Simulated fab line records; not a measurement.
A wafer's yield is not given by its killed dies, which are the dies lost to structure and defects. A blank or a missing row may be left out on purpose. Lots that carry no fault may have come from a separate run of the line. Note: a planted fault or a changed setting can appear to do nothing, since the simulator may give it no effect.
Matching of chambers | flow n5 finfet | rie diel-01 running N5_BEOL_M4_DESCUM_16: 4 sister chambers
The step chemistry O2, time 7 s. 8 wafers are shown with their chamber, then 8 later ones without.

== WAFERS WITH THEIR CHAMBER ==
wafer  | chamber | drypump motor current A (A) | throttle valve pct (%)
L078.3 | 0       | 4.9                         | 20.60
L080.3 | 0       | 4.9                         | 20.62
L088.5 | 1       | 5.1                         | 20.30
L087.3 | 3       | 5.2                         | 20.15
L087.6 | 1       | 5.1                         | 20.32
L089.5 | 2       | 6.4                         | 19.99
L089.6 | 3       | 5.3                         | 20.15
L091.3 | 2       | 6.4                         | 20.01

== WAFERS WITHOUT THEIR CHAMBER ==
wafer  | drypump motor current A (A) | throttle valve pct (%)
L091.5 | 5.2                         | 20.17
L091.6 | 4.9                         | 20.67
L093.2 | 5.1                         | 20.32
L093.3 | 5.2                         | 20.15
L093.5 | 6.4                         | 20.02
L095.1 | 5.3                         | 20.16
L095.4 | 6.4                         | 20.04
L095.5 | 5.1                         | 20.34

== WHICH CHAMBER EACH ONE RAN IN ==
wafer  | from the rows above | in truth
L091.5 | 3                   | 3
L091.6 | 0                   | 0
L093.2 | 1                   | 1
L093.3 | 3                   | 3
L093.5 | 2                   | 2
L095.1 | 3                   | 3
L095.4 | 2                   | 2
L095.5 | 1                   | 1
Correct placement for 8 of the 8. Number that these rows cannot place: 0. Wrongly placed: 0.
How it was worked out, from the rows above alone: a wafer's distance from a chamber is the root of the sum, over the readings, of the square of ((its reading less the chamber's mean) divided by the reading's scatter). The wafer belongs to the nearest chamber; if the next one is less than 2 further off, it can't be placed. Each chamber's mean is taken over the wafers shown for it. How the scatter is found: for the shown wafers, subtract from each reading the mean of its chamber, square and add these, divide the total by (wafers less chambers), then take the root.
